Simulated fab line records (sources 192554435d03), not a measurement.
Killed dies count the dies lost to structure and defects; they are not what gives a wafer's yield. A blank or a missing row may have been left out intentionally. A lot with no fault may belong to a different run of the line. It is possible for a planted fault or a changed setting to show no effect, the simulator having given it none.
fab line records	flow n5Finfet
record lots=5	wafers=14	lastDay=18
route steps=1938 shown BEOL_M4@1099 BEOL_M5@1112 BEOL_M11@1579 PASSIVATION@1936
lots that met no fault: taken from a fault-free run of the same line
startH: start of the lot's first displayed wafer, in hours after the record's first day	waitH: how many hours have passed since the lot's step before this one	" same as the row above	L1.1+2: a row that stands for several wafers	- no value, or no start was given	* or withheld: withheld	< > ~ a bound
route shown NAME@n: NAME is a module with steps in the file, n the number in the route of the first one	usual: the fault-free wafers' mean and standard deviation	same: alike in all rows	chamber/n: place in a boat	sites: readings site by site	_std_site: standard deviation of those values	_edge_site: mean of outer sites minus mean of inner sites	radiusMm: for every site, how far away it sits from the centre of the wafer	mask NAME#n: copy n	behind: tool/chamber where the wafer was last shaped	hold: reason for holding the lot/hours on hold/outcome of the hold	device: which transistor (n, p or np) failed to switch	end of line: the same wafers' tests at the end of the route	a step given without rows: its recipe and nothing more	killed: dies lost to structure and defects at the first sort, not the wafer's yield	map: dies across one wafer; x = killed, . = not, _ = none there
set.NAME: the setting as run; set.NAME@STEP: as run at that earlier step	model.NAME: the simulator's own value behind a step, which no gauge read
lots at some steps of the route; a table a step, a row a wafer
services: when a tool's chamber went out of use (startH, in hours from the record's first day, below 0 if earlier), for how many hours, and the reason
## steps
# step N5_BEOL_M4_ANNEAL_95
# recipe tempC=400	timeS=240	ambient=vacuum
# step N5_BEOL_M4_SPUTTER_96
# recipe material=Cu	targetThkA=45	tempC=-20	chamberPressurePa=0.07	powerW=withheld	timeS=8.29
# step N5_BEOL_M4_ECD_50
# recipe material=Cu	targetThkA=3000
# step N5_BEOL_M4_ANNEAL_51
# recipe tempC=225	timeS=90	ambient=N2
# step N5_BEOL_M4_CMP_52
# recipe stopOn=SiOC	tOverpolishS=6.8	downForcePsi=1	platenRpm=50	clearingPlatenDownForcePsi=1.5	clearingPlatenRpm=50	postCmpClean=cuAlkaline	targetThkNm=40	clearingPlatenPadVelocityMS=0.99484	padVelocityMS=0.99484
# step N5_BEOL_M4_PRE_CLEAN_60
# recipe gas=NH3/H2	timeS=15	tempC=*	rfPowerW=300
# step N5_BEOL_M4_CO_CAP_55
# recipe material=Co	targetThkA=20	tempC=200	precursor=CCTBA/H2	pressureTorr=30	timeS=102.1
# step N5_BEOL_M4_PRE_CLEAN_56
# recipe gas=NH3	timeS=15	tempC=withheld	rfPowerW=300
# step N5_BEOL_M4_DEP_57
# recipe material=SiCN	targetThkA=80	tempC=withheld	precursor=3MS/NH3	pressureTorr=3	rfW=202	timeS=14
# step N5_BEOL_M4_RC_MEAS_101
# usual DIBL_N=36.1/1.7	DIBL_P=35.9/2.1	IOFF_N=0.154/0.029	IOFF_P=0.21/0.035	ION_N=673/10	ION_P=463/7.5	SS_N=71.6/0.59	SS_P=73.2/0.69	VT_N=250.5/2.9	VT_P=-250/3.2
lot.wafer	tool	chamber	startH	waitH	DIBL_N[mV/V]	DIBL_P[mV/V]	IOFF_N[nA/um]	IOFF_P[nA/um]	ION_N[uA/um]	ION_P[uA/um]	SS_N[mV/dec]	SS_P[mV/dec]	VT_N[mV]	VT_P[mV]
L914.1	prober-02	0	228.00	0.0	37.6	36.6	0.166	0.22	665	458	72.4	74.1	253.7	-251
L914.4	"	0	"	"	38.2	38.6	0.182	0.24	687	466	73.0	74.9	247.8	-250
L914.5	"	0	"	"	37.4	38.0	0.180	0.24	688	473	72.5	74.3	247.5	-249
L916.2	prober-02	0	252.47	0.2	32.6	32.9	0.118	0.19	665	465	70.9	72.4	253.3	-250
L916.3	"	0	"	"	30.1	28.6	0.084	0.14	651	453	70.6	71.7	258.1	-254
L920.1	prober-02	0	267.80	0.0	36.2	35.6	0.150	0.20	669	460	71.2	73.4	248.4	-251
L920.5	"	0	"	"	35.0	34.0	0.128	0.17	667	452	71.7	73.1	255.1	-255
L920.6	"	0	"	"	37.9	37.5	0.186	0.22	668	456	72.3	72.8	248.8	-253
L919.2	prober-01	0	269.03	0.2	34.2	34.8	0.130	0.19	658	460	71.2	73.4	249.9	-250
L919.5	"	0	"	"	36.6	35.8	0.164	0.21	668	456	71.7	73.3	251.3	-250
L919.6	"	0	"	"	37.8	39.7	0.194	0.27	681	471	72.0	73.5	248.2	-248
L929.3	prober-02	0	322.57	0.5	36.9	35.6	0.153	0.20	673	460	71.0	73.0	249.8	-250
L929.5	"	0	"	"	37.4	35.3	0.154	0.20	675	462	71.3	73.4	251.5	-251
L929.6	"	0	"	"	38.2	36.7	0.174	0.22	671	456	71.5	73.8	248.1	-249
# step N5_BEOL_M5_ILD_DEP_00
# recipe material=SiCOH_lowk	targetThkA=1406.4	tempC=300	precursor=DEMS/porogen	pressureTorr=5	rfW=500	timeS=25.9
# step N5_BEOL_M5_CURE_79
# recipe tempC=385	timeS=240	ambient=He/Ar	material=SiCOH_lowk
# step N5_BEOL_M5_PECVD_70
# recipe material=SiO2	targetThkA=160	tempC=400	precursor=TEOS/O2	pressureTorr=5.5	rfW=450	teosFlowSccm=53.8	gas=O2	flowSccm=3000	timeS=18
# step N5_BEOL_M5_HM_DEP_02
# recipe material=TiN	targetThkA=200	tempC=25	chamberPressurePa=0.49996
# step N5_BEOL_M5_COAT_59
# recipe resist=SOC	tempC=250	timeS=60	spinRpm=1500	resistThkNm=60
# step N5_BEOL_M5_COAT_60
# recipe resist=SiARC	tempC=220	timeS=60	spinRpm=1500	resistThkNm=12
# step N5_BEOL_M5_COAT_71
# recipe resist=underlayer	tempC=205	timeS=60	spinRpm=1500	resistThkNm=5
# step N5_BEOL_M5_COAT_05
# recipe resist=CAR-EUV	spinRpm=1500	resistThkNm=30
# step N5_BEOL_M5_EBR_07
# recipe solvent=PGMEA	ebrWidthMm=1.5
# step N5_BEOL_M5_SOFTBAKE_06
# recipe tempC=110	timeS=60	resist=CAR-EUV
# step N5_BEOL_M5_EXPOSE_08
# recipe maskId=M5	na=0.33	sourceShape=annular	sigmaInner=0.4	sigmaOuter=0.8	polarization=unpolarized	targetCdNm=28	doseMj=35.75
# step N5_BEOL_M5_PEB_09
# recipe pebTempC=100	pebTimeS=60	resist=CAR-EUV
# step N5_BEOL_M5_DEVELOP_10
# recipe developTimeS=30	developer=TMAH	resist=CAR-EUV	rinseLiquid=surfactantRinse	dry=airSpin	devTempC=23
# step N5_BEOL_M5_DESCUM_16
# recipe chemistry=O2	timeS=7	sourcePowerW=50	biasPowerW=20	pressureMtorr=20	rfFrequencyHz=2.712e+07	tempC=40	resist=CAR-EUV	o2FlowSccm=225
# step N5_BEOL_M5_ETCH_72
# recipe chemistry=N2/H2	target=underlayer	targetDepthA=65	maskMaterial=CAR-EUV	timeS=5.2	ionEnergyEv=200	pressureMtorr=30	sourceW=840	biasW=150	n2FlowSccm=200	h2FlowSccm=200	ends=cleared
# step N5_BEOL_M5_ETCH_61
# recipe chemistry=CF4	target=SiARC	targetDepthA=156	maskMaterial=CAR-EUV	timeS=26	ionEnergyEv=80	pressureMtorr=40	sourceW=545	biasW=36	Ar_flow_sccm=100	cf4FlowSccm=100	ends=cleared
# step N5_BEOL_M5_ETCH_62
# recipe chemistry=N2/H2	target=SOC	targetDepthA=750	overetchA=150	maskMaterial=SiARC	tempC=40	timeS=112.5	ionEnergyEv=200	pressureMtorr=30	sourceW=840	biasW=150	n2FlowSccm=200	h2FlowSccm=200
# step N5_BEOL_M5_STRIP_63
# recipe chemistry=N2/H2	tempC=40	n2FlowSccm=200	h2FlowSccm=200	rfFrequencyHz=6e+07
# step N5_BEOL_M5_STRIP_73
# recipe chemistry=N2/H2	tempC=40	n2FlowSccm=200	h2FlowSccm=200	rfFrequencyHz=6e+07
# step N5_BEOL_M5_STRIP_64
# recipe chemistry=CF4	resist=SiARC	powerW=300	biasPowerW=75	pressureMtorr=50	cf4FlowSccm=150	rfFrequencyHz=6e+07
# step N5_BEOL_M5_HM_OPEN_17
# recipe chemistry=Cl2/BCl3	targetDepthA=200	overetchA=60	target=TiN	maskMaterial=SOC	ionEnergyEv=150	pressureMtorr=10	icpW=1000	biasW=126	Cl2_flow_sccm=53.25	bcl3FlowSccm=21.75	Ar_flow_sccm=25
# step N5_BEOL_M5_STRIP_19
# recipe chemistry=O2	powerW=400	tempC=40	pressureMtorr=30	rfFrequencyHz=6e+07	biasPowerW=0	overashFraction=0.2	o2FlowSccm=225
# step N5_BEOL_M5_COAT_65
# recipe resist=SOC	tempC=250	timeS=60	spinRpm=1500	resistThkNm=60
# step N5_BEOL_M5_COAT_66
# recipe resist=SiARC	tempC=220	timeS=60	spinRpm=1500	resistThkNm=12
# step N5_BEOL_M11_ETCH_41
# recipe chemistry=CH3F/O2	target=SiCN	targetDepthA=426	taperDeg=2	timeS=86	ionEnergyEv=120	maskMaterial=TiN	pressureMtorr=30	sourceW=395	biasW=75	Ar_flow_sccm=150	CH3F_flow_sccm=30	O2_flow_sccm=20
# usual CH3F_flow_sccm=30.00/0.089	O2_flow_sccm=19.99/0.063	chamberPressureMTorr=29.999/0.029	drypumpMotorCurrentA=5.7/0.39	oesProductAu=0.81/0.097	rfFwdPowerW=392.4/1.4	rfVppV=297.8/1.4	showerheadPlenumPTorr=2.02/0.058	throttleValvePct=16.26/0.26
lot.wafer	tool	chamber	startH	waitH	CH3F_flow_sccm	O2_flow_sccm	chamberPressureMTorr	drypumpMotorCurrentA	oesProductAu	rfFwdPowerW	rfHoursCounterH	rfVppV	showerheadPlenumPTorr	throttleValvePct
L914.1	rieDiel-03	1	290.87	-	29.89	19.93	30.013	5.5	0.93	393.6	14	297.3	1.98	16.09
L914.4	"	0	"	"	30.08	19.88	30.029	5.3	0.74	390.2	181	298.5	2.08	16.37
L914.5	"	2	"	"	30.04	20.07	29.981	5.8	0.91	391.2	-	297.4	1.95	16.06
L916.2	rieDiel-03	3	314.76	-	-	-	-	-	-	-	-	-	-	-
L916.3	"	2	"	"	-	-	-	-	-	-	-	-	-	-
L920.1	rieDiel-06	0	321.10	-	-	-	-	-	-	-	-	-	-	-
L920.5	"	2	"	"	-	-	-	-	-	-	-	-	-	-
L920.6	"	3	"	"	-	-	-	-	-	-	-	-	-	-
L919.2	rieDiel-03	3	323.15	-	-	-	-	-	-	-	-	-	-	-
L919.5	"	2	"	"	-	-	-	-	-	-	-	-	-	-
L919.6	"	1	"	"	-	-	-	-	-	-	-	-	-	-
L929.3	rieDiel-06	1	390.23	-	30.05	19.98	30.031	5.7	0.93	394.0	17	298.1	2.05	16.15
L929.5	"	1	"	"	30.03	20.00	30.008	5.8	0.94	393.0	-	298.9	2.05	16.14
L929.6	"	2	"	"	29.95	19.93	29.965	6.1	0.71	391.6	-	299.0	2.06	16.63
# step N5_PASSIVATION_PROBE_49
# usual defectLimitedYield=91.3/1.4	killed_at_M0_to_M3=34/9.2	killed_at_M4_up=13/5.3	killedAtContacts=12/6	killedAtFrontEnd=39/12	killedAtOther=4/3.3	killedDies=102/17	killedOnRim=13/3.9	killedOpen=67/12	killedShort=34/7.4	sort_bin_5_function=5.1/1	sort_bin_6_memory=3.2/0.6	sortNPass=1078/17	sortYieldPct=91.3/1.4
# same grossDies=1180	killedAtBackSide=0	sort_bin_4_leakage[%]=0	sort_bin_8_speed[%]=0
lot.wafer	tool	chamber	startH	waitH	defectLimitedYield[%]	killed_at_M0_to_M3	killed_at_M4_up	killedAtContacts	killedAtFrontEnd	killedAtOther	killedDies	killedOnRim	killedOpen	killedShort	sort_bin_5_function[%]	sort_bin_6_memory[%]	sortNPass	sortYieldPct[%]
L914.1	prober-02	-	332.73	0.0	89.9	29	15	16	54	5	119	16	86	31	5.9	3.9	1061	89.9
L914.4	prober-02	-	332.88	0.2	90.6	30	16	11	49	5	111	16	76	35	5.8	3.2	1069	90.6
L914.5	prober-02	-	332.93	0.2	90.8	36	10	16	44	3	109	14	83	25	5.6	3.6	1071	90.8
L916.2	prober-01	-	368.83	0.1	0	24	1123	9	23	1	1180	152	50	15	97.5	2.5	0	0
L916.3	prober-01	-	368.88	0.1	0	38	1101	3	35	3	1180	152	54	32	97.4	2.3	0	0
L920.1	prober-02	-	370.75	0.0	0	34	1072	30	40	4	1180	152	82	41	95.8	3.9	0	0
L920.5	prober-02	-	370.95	0.2	0	30	1115	5	29	1	1180	152	43	29	97.4	2.3	0	0
L920.6	prober-02	-	371.00	0.3	0	41	1104	9	25	1	1180	152	66	25	97.5	2.5	0	0
L919.2	prober-01	-	375.14	0.1	0	30	1119	10	19	2	1180	152	62	21	97.0	2.9	0	0
L919.5	prober-01	-	375.29	0.2	0	33	1090	9	46	2	1180	152	87	26	96.7	3.1	0	0
L919.6	prober-01	-	375.34	0.3	0	43	1092	9	33	3	1180	152	70	32	96.5	3.1	0	0
# killed by level:class
L914.1 FIN_SAQP:geometricParticle:open=19 MOL_CONTACT_COAG:geometricParticle:open=14 BEOL_M1:geometricParticle:open=12 FIN_SAQP:geometricParticle:short=9 STARTING-WAFER:geometricParticle:open=5 STI_FIN_REVEAL:geometricParticle:open=4 ILD0:geometricParticle:open=4 BEOL_M0_SAQP:geometricParticle:open=4
L914.4 BEOL_M1:geometricParticle:open=12 DUMMY_GATE:geometricParticle:open=11 MOL_CONTACT_COAG:geometricParticle:open=10 FIN_SAQP:geometricParticle:open=9 ILD0:geometricParticle:short=6 FIN_SAQP:geometricParticle:short=5 BEOL_M0_SAQP:geometricParticle:short=5 BEOL_M4:geometricParticle:open=5
L914.5 MOL_CONTACT_COAG:geometricParticle:open=13 BEOL_M2:geometricParticle:open=11 STI_FIN_REVEAL:geometricParticle:open=9 BEOL_M1:geometricParticle:open=8 FIN_SAQP:geometricParticle:open=6 BEOL_M0_SAQP:geometricParticle:open=6 FIN_SAQP:geometricParticle:short=6 DUMMY_GATE:geometricParticle:open=5
L916.2 BEOL_M11:areaEtch=1114 BEOL_M3:geometricParticle:open=10 MOL_CONTACT_COAG:geometricParticle:open=8 BEOL_M2:geometricParticle:open=6 DUMMY_GATE:geometricParticle:open=5 STI_FIN_REVEAL:geometricParticle:open=5 STI_FIN_REVEAL:geometricParticle:short=3 GATE_CUT:geometricParticle:short=3
L916.3 BEOL_M11:areaEtch=1094 BEOL_M3:geometricParticle:open=14 FIN_SAQP:geometricParticle:short=9 DUMMY_GATE:geometricParticle:open=5 BEOL_M0_SAQP:geometricParticle:short=5 BEOL_M0_SAQP:geometricParticle:open=5 BEOL_M2:geometricParticle:open=5 DUMMY_GATE:geometricParticle:short=4
L920.1 BEOL_M11:areaEtch=1056 MOL_CONTACT_COAG:geometricParticle:open=24 FIN_SAQP:geometricParticle:open=8 FIN_SAQP:geometricParticle:short=8 BEOL_M0_SAQP:geometricParticle:open=8 BEOL_M0_SAQP:geometricParticle:short=8 STI_FIN_REVEAL:geometricParticle:open=6 GATE_CUT:geometricParticle:short=6
L920.5 BEOL_M11:areaEtch=1106 BEOL_M2:geometricParticle:open=9 FIN_SAQP:geometricParticle:short=8 STI_FIN_REVEAL:geometricParticle:open=8 BEOL_M0_SAQP:geometricParticle:short=5 BEOL_M1:geometricParticle:open=5 MOL_CONTACT_COAG:geometricParticle:open=4 BEOL_M3:geometricParticle:open=4
L920.6 BEOL_M11:areaEtch=1089 BEOL_M3:geometricParticle:open=19 MOL_CONTACT_COAG:geometricParticle:open=8 BEOL_M1:geometricParticle:open=6 STI_FIN_REVEAL:geometricParticle:short=5 STI_FIN_REVEAL:geometricParticle:open=5 BEOL_M0_SAQP:geometricParticle:open=5 BEOL_M4:geometricParticle:open=5
L919.2 BEOL_M11:areaEtch=1097 BEOL_M4:geometricParticle:open=12 MOL_CONTACT_COAG:geometricParticle:open=10 BEOL_M3:geometricParticle:open=7 BEOL_M0_SAQP:geometricParticle:short=6 BEOL_M1:geometricParticle:open=5 BEOL_M2:geometricParticle:open=5 STI_FIN_REVEAL:geometricParticle:open=4
L919.5 BEOL_M11:areaEtch=1067 BEOL_M3:geometricParticle:open=15 BEOL_M4:geometricParticle:open=13 FIN_SAQP:geometricParticle:open=12 FIN_SAQP:geometricParticle:short=9 ILD0:geometricParticle:open=7 GATE_CUT:geometricParticle:open=7 MOL_CONTACT_COAG:geometricParticle:open=7
L919.6 BEOL_M11:areaEtch=1077 BEOL_M2:geometricParticle:open=18 BEOL_M0_SAQP:geometricParticle:open=9 BEOL_M4:geometricParticle:open=9 BEOL_M0_SAQP:geometricParticle:short=8 FIN_SAQP:geometricParticle:open=6 MOL_CONTACT_COAG:geometricParticle:open=6 STI_FIN_REVEAL:geometricParticle:open=5
# map L916.2 (x killed, . not)
_________________xxxxxxxxxxxx________________
______________xxxxxxxxxxxxxxxxxx_____________
___________xxxxxxxxxxxxxxxxxxxxxxxx__________
__________xxxxxxxxxxxxxxxxxxxxxxxxxx_________
________xxxxxxxxxxxxxxxxxxxxxxxxxxxxxx_______
_______xxxxxxxxxxxxxxxxxxxxxxxxxxxxxxxx______
______xxxxxxxxxxxxxxxxxxxxxxxxxxxxxxxxxx_____
_____xxxxxxxxxxxxxxxxxxxxxxxxxxxxxxxxxxxx____
____xxxxxxxxxxxxxxxxxxxxxxxxxxxxxxxxxxxxxx___
___xxxxxxxxxxxxxxxxxxxxxxxxxxxxxxxxxxxxxxxx__
___xxxxxxxxxxxxxxxxxxxxxxxxxxxxxxxxxxxxxxxx__
__xxxxxxxxxxxxxxxxxxxxxxxxxxxxxxxxxxxxxxxxxx_
__xxxxxxxxxxxxxxxxxxxxxxxxxxxxxxxxxxxxxxxxxx_
_xxxxxxxxxxxxxxxxxxxxxxxxxxxxxxxxxxxxxxxxxxxx
_xxxxxxxxxxxxxxxxxxxxxxxxxxxxxxxxxxxxxxxxxxxx
_xxxxxxxxxxxxxxxxxxxxxxxxxxxxxxxxxxxxxxxxxxxx
_xxxxxxxxxxxxxxxxxxxxxxxxxxxxxxxxxxxxxxxxxxxx
_xxxxxxxxxxxxxxxxxxxxxxxxxxxxxxxxxxxxxxxxxxxx
_xxxxxxxxxxxxxxxxxxxxxxxxxxxxxxxxxxxxxxxxxxxx
_xxxxxxxxxxxxxxxxxxxxxxxxxxxxxxxxxxxxxxxxxxxx
_xxxxxxxxxxxxxxxxxxxxxxxxxxxxxxxxxxxxxxxxxxxx
__xxxxxxxxxxxxxxxxxxxxxxxxxxxxxxxxxxxxxxxxxx_
__xxxxxxxxxxxxxxxxxxxxxxxxxxxxxxxxxxxxxxxxxx_
___xxxxxxxxxxxxxxxxxxxxxxxxxxxxxxxxxxxxxxxx__
___xxxxxxxxxxxxxxxxxxxxxxxxxxxxxxxxxxxxxxxx__
____xxxxxxxxxxxxxxxxxxxxxxxxxxxxxxxxxxxxxx___
_____xxxxxxxxxxxxxxxxxxxxxxxxxxxxxxxxxxxx____
______xxxxxxxxxxxxxxxxxxxxxxxxxxxxxxxxxx_____
_______xxxxxxxxxxxxxxxxxxxxxxxxxxxxxxxx______
________xxxxxxxxxxxxxxxxxxxxxxxxxxxxxx_______
__________xxxxxxxxxxxxxxxxxxxxxxxxxx_________
___________xxxxxxxxxxxxxxxxxxxxxxxx__________
______________xxxxxxxxxxxxxxxxxx_____________
_________________xxxxxxxxxxxx________________
# map L919.2 (x killed, . not)
_________________xxxxxxxxxxxx________________
______________xxxxxxxxxxxxxxxxxx_____________
___________xxxxxxxxxxxxxxxxxxxxxxxx__________
__________xxxxxxxxxxxxxxxxxxxxxxxxxx_________
________xxxxxxxxxxxxxxxxxxxxxxxxxxxxxx_______
_______xxxxxxxxxxxxxxxxxxxxxxxxxxxxxxxx______
______xxxxxxxxxxxxxxxxxxxxxxxxxxxxxxxxxx_____
_____xxxxxxxxxxxxxxxxxxxxxxxxxxxxxxxxxxxx____
____xxxxxxxxxxxxxxxxxxxxxxxxxxxxxxxxxxxxxx___
___xxxxxxxxxxxxxxxxxxxxxxxxxxxxxxxxxxxxxxxx__
___xxxxxxxxxxxxxxxxxxxxxxxxxxxxxxxxxxxxxxxx__
__xxxxxxxxxxxxxxxxxxxxxxxxxxxxxxxxxxxxxxxxxx_
__xxxxxxxxxxxxxxxxxxxxxxxxxxxxxxxxxxxxxxxxxx_
_xxxxxxxxxxxxxxxxxxxxxxxxxxxxxxxxxxxxxxxxxxxx
_xxxxxxxxxxxxxxxxxxxxxxxxxxxxxxxxxxxxxxxxxxxx
_xxxxxxxxxxxxxxxxxxxxxxxxxxxxxxxxxxxxxxxxxxxx
_xxxxxxxxxxxxxxxxxxxxxxxxxxxxxxxxxxxxxxxxxxxx
_xxxxxxxxxxxxxxxxxxxxxxxxxxxxxxxxxxxxxxxxxxxx
_xxxxxxxxxxxxxxxxxxxxxxxxxxxxxxxxxxxxxxxxxxxx
_xxxxxxxxxxxxxxxxxxxxxxxxxxxxxxxxxxxxxxxxxxxx
_xxxxxxxxxxxxxxxxxxxxxxxxxxxxxxxxxxxxxxxxxxxx
__xxxxxxxxxxxxxxxxxxxxxxxxxxxxxxxxxxxxxxxxxx_
__xxxxxxxxxxxxxxxxxxxxxxxxxxxxxxxxxxxxxxxxxx_
___xxxxxxxxxxxxxxxxxxxxxxxxxxxxxxxxxxxxxxxx__
___xxxxxxxxxxxxxxxxxxxxxxxxxxxxxxxxxxxxxxxx__
____xxxxxxxxxxxxxxxxxxxxxxxxxxxxxxxxxxxxxx___
_____xxxxxxxxxxxxxxxxxxxxxxxxxxxxxxxxxxxx____
______xxxxxxxxxxxxxxxxxxxxxxxxxxxxxxxxxx_____
_______xxxxxxxxxxxxxxxxxxxxxxxxxxxxxxxx______
________xxxxxxxxxxxxxxxxxxxxxxxxxxxxxx_______
__________xxxxxxxxxxxxxxxxxxxxxxxxxx_________
___________xxxxxxxxxxxxxxxxxxxxxxxx__________
______________xxxxxxxxxxxxxxxxxx_____________
_________________xxxxxxxxxxxx________________
## services
tool	chamber	startH	hours	kind
rieDiel-06	1	305.63	-	clean
rieDiel-06	1	305.63	-	consumableReplace:focusRing
rieDiel-06	1	305.63	18.3	scheduledDown
rieDiel-06	1	305.63	18.3	ventCycle
rieDiel-03	-	343.13	14.6	pm
rieDiel-06	1	352.47	9.0	repair
rieDiel-03	3	364.27	-	clean
rieDiel-03	3	364.27	-	consumableReplace:esc
rieDiel-03	3	364.27	-	consumableReplace:focusRing
rieDiel-03	3	364.27	21.6	scheduledDown
rieDiel-03	3	364.27	21.6	ventCycle
rieDiel-03	1	388.84	3.2	repair
## key
firstSign step=N5_BEOL_M11_ETCH_41	reading=toolRecord	direction=missing
effect step=N5_PASSIVATION_PROBE_49	reading=killed_at_M4_up	direction=up	sigmas=99+	usual=13	struck=1102
moreKillsBornAt N5_BEOL_M11_ETCH_41@rieDiel-03=5449	N5_BEOL_M11_ETCH_41@rieDiel-06=3251
metAt N5_BEOL_M11_ETCH_41
struckWafers L916.2,L916.3,L919.2,L919.5,L919.6,L920.1,L920.5,L920.6
laterRowsLeftOut L916.2,L916.3,L919.2,L919.5,L919.6,L920.1,L920.5,L920.6
onsetBetween 290.87 314.76
fault kind=skippedStepWhole	tool=rieDiel-03,rieDiel-06	chamber=-	onsetH=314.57	steps=N5_BEOL_M11_ETCH_41	scope=struckLotsOnly
# laterRowsLeftOut: the simulator's readings of these wafers behind a module that went badly wrong aren't trusted and aren't shown, but for the sort
